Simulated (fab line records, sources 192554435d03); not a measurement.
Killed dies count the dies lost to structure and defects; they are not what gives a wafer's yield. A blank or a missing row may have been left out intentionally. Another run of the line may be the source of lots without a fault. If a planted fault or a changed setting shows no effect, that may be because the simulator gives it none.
Chamber matching	flow n5 finfet	rie diel-04 running N5_FIN_SAQP_STRIP_70: 4 sister chambers
The step strips in N2/H2. 4 wafers are shown with their chamber, then 10 later ones without.

WAFERS PAIRED WITH THEIR CHAMBERS
wafer	chamber	throttle valve pct (%)
L078.1	2	18.7
L082.1	1	19.5
L083.3	0	18.5
L083.5	3	18.7

WAFERS WITH NO CHAMBER GIVEN
wafer	throttle valve pct (%)
L083.6	18.7
L092.2	19.5
L092.3	18.6
L092.5	19.5
L094.2	19.5
L094.4	18.6
L094.5	19.5
L096.3	19.5
L096.5	19.6
L096.6	18.6

EACH ONE'S CHAMBER
wafer	from the rows above	in truth
L083.6	can't be placed: 2 or 3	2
L092.2	1	1
L092.3	can't be placed: 2 or 3 or 0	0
L092.5	1	1
L094.2	1	1
L094.4	can't be placed: 2 or 3 or 0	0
L094.5	1	1
L096.3	1	1
L096.5	1	1
L096.6	can't be placed: 2 or 3 or 0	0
Correct placement for 6 of the 10. Not placeable from these rows: 4 (in 4, the candidates include the true chamber). Wrongly placed: 0.
How it was worked out, from the rows above alone: a wafer's distance from a chamber is the root of the sum, over the readings, of the square of ((its reading less the chamber's mean) divided by the reading's scatter). If the next closest chamber is less than 2 further off than the closest, the wafer can't be placed; otherwise it belongs to the closest. A chamber's mean is the mean of its shown wafers. The scatter: with one shown wafer a chamber, the root of the mean of the squares of how far each hidden wafer lies from its nearest shown one.
